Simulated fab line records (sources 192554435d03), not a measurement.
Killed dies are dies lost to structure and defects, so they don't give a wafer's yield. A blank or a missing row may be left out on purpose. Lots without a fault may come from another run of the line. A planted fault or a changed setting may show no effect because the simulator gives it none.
Chamber matching :: flow n5Finfet :: 3 sister chambers for N5_BEOL_M3_ILD_DEP_00 on pecvd-03
The step deposits SiOC from DEMS/O2, target thk 79 nm, time 15.3 s. 5 wafers are shown with their chamber, then 7 later ones without.

== WAFERS PAIRED WITH THEIR CHAMBERS ==
wafer: L932.3
chamber: 2
throttleValvePct (%): 12.4
heaterPowerW (W): 471

wafer: L943.4
chamber: 1
throttleValvePct (%): 12.9
heaterPowerW (W): 505

wafer: L944.1
chamber: 0
throttleValvePct (%): 11.7
heaterPowerW (W): 505

wafer: L944.4
chamber: 0
throttleValvePct (%): 11.7
heaterPowerW (W): 508

wafer: L944.5
chamber: 1
throttleValvePct (%): 12.8
heaterPowerW (W): 503

== WAFERS WITHOUT THEIR CHAMBER ==
wafer: L945.3
throttleValvePct (%): 11.6
heaterPowerW (W): 521

wafer: L945.4
throttleValvePct (%): 11.7
heaterPowerW (W): 517

wafer: L945.6
throttleValvePct (%): 12.4
heaterPowerW (W): 563

wafer: L950.1
throttleValvePct (%): 11.7
heaterPowerW (W): 524

wafer: L950.2
throttleValvePct (%): 13.0
heaterPowerW (W): 489

wafer: L952.1
throttleValvePct (%): 13.0
heaterPowerW (W): 592

wafer: L952.4
throttleValvePct (%): 11.1
heaterPowerW (W): 466

== CHAMBER TAKEN BY EACH ==
wafer: L945.3
from the rows above: 0
in truth: 0

wafer: L945.4
from the rows above: 0
in truth: 0

wafer: L945.6
from the rows above: can't be placed: 1 or 0
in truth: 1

wafer: L950.1
from the rows above: 0
in truth: 0

wafer: L950.2
from the rows above: 1
in truth: 1

wafer: L952.1
from the rows above: 1
in truth: 1

wafer: L952.4
from the rows above: can't be placed: 0 or 2
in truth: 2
Placed correctly: 5 of 7. Can't be placed from these rows: 2 (the true chamber is among the candidates in 2). Number placed wrongly: 0.
How it was worked out, from the rows above alone: a wafer's distance from a chamber is the root of the sum, over the readings, of the square of ((its reading less the chamber's mean) divided by the reading's scatter). The wafer belongs to the nearest chamber; if the next one is less than 2 further off, it can't be placed. The mean given for a chamber averages the wafers shown for that chamber. The scatter: take each reading less its chamber's mean, square it, sum over the shown wafers, divide by the number of wafers less the number of chambers, and take the root.
